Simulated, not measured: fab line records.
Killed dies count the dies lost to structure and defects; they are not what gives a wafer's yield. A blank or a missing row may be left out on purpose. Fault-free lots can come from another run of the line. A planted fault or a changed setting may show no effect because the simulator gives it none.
Matching of chambers | flow n5Finfet | N5_SD_EPI_P_ETCH_47 on rieDiel-03 has 4 sister chambers
The step etches SiOCN in CH3F/O2, target depth 25 nm. 4 wafers are shown with their chamber, then 7 later ones without.

## WAFERS PAIRED WITH THEIR CHAMBERS
wafer  | chamber | throttleValvePct (%)
L084.1 | 3       | 16.56
L084.2 | 0       | 16.21
L084.5 | 2       | 16.78
L086.4 | 1       | 16.09

## WAFERS WITH NO CHAMBER GIVEN
wafer  | throttleValvePct (%)
L086.5 | 16.58
L089.1 | 16.11
L089.2 | 16.21
L089.5 | 16.21
L092.1 | 16.10
L092.3 | 16.21
L092.5 | 16.11

## CHAMBER TAKEN BY EACH
wafer  | from the rows above | in truth
L086.5 | 3                   | 3
L089.1 | 1                   | 1
L089.2 | 0                   | 0
L089.5 | 0                   | 0
L092.1 | 1                   | 1
L092.3 | 0                   | 0
L092.5 | 1                   | 1
7 of 7 placed correctly. Can't be placed from these rows: 0. 0 placed wrongly.
How it was worked out, from the rows above alone: a wafer's distance from a chamber is the root of the sum, over the readings, of the square of ((its reading less the chamber's mean) divided by the reading's scatter). If the next closest chamber is less than 2 further off than the closest, the wafer can't be placed; otherwise it belongs to the closest. Each chamber's mean is taken over the wafers shown for it. The scatter: with one shown wafer a chamber, the root of the mean of the squares of how far each hidden wafer lies from its nearest shown one.
